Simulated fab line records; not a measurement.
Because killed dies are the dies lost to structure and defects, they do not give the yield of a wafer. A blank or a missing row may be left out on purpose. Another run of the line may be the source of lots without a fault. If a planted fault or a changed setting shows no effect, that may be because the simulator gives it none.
Chamber matching    flow n5_finfet    4 sister chambers for N5_BEOL_M7_ETCH_62 on rie_diel-02
The step etches SOC in N2/H2, target depth 110 nm, overetch 22 nm, time 165 s. 8 wafers are shown with their chamber, then 8 later ones without.

WAFERS WITH THEIR CHAMBER
wafer   chamber  showerhead_plenum_p_Torr (Torr)  drypump_motor_current_A (A)
L078.5  2        2.57                             6.7
L085.1  0        2.69                             5.1
L085.4  1        2.49                             6.2
L085.5  2        2.56                             6.7
L088.2  3        2.53                             6.5
L088.3  0        2.69                             5.0
L088.5  3        2.53                             6.5
L089.1  1        2.49                             6.2

WAFERS MISSING THEIR CHAMBER
wafer   showerhead_plenum_p_Torr (Torr)  drypump_motor_current_A (A)
L089.2  2.69                             5.0
L089.4  2.56                             6.7
L095.1  2.55                             6.8
L095.3  2.48                             6.2
L095.4  2.48                             6.2
L094.1  2.55                             6.7
L094.4  2.52                             6.5
L094.6  2.48                             6.1

WHICH CHAMBER EACH WENT THROUGH
wafer   from the rows above  in truth
L089.2  0                    0
L089.4  2                    2
L095.1  2                    2
L095.3  1                    1
L095.4  1                    1
L094.1  2                    2
L094.4  3                    3
L094.6  1                    1
8 of 8 placed correctly. Left unplaced by these rows: 0. Placed wrongly: 0.
How it was worked out, from the rows above alone: a wafer's distance from a chamber is the root of the sum, over the readings, of the square of ((its reading less the chamber's mean) divided by the reading's scatter). The wafer belongs to the nearest chamber; if the next one is less than 2 further off, it can't be placed. For every chamber, the mean is computed from those of its wafers that are shown. The scatter is the square root of a quotient: the sum, over the shown wafers, of each reading's squared deviation from its chamber's mean, divided by wafers minus chambers.
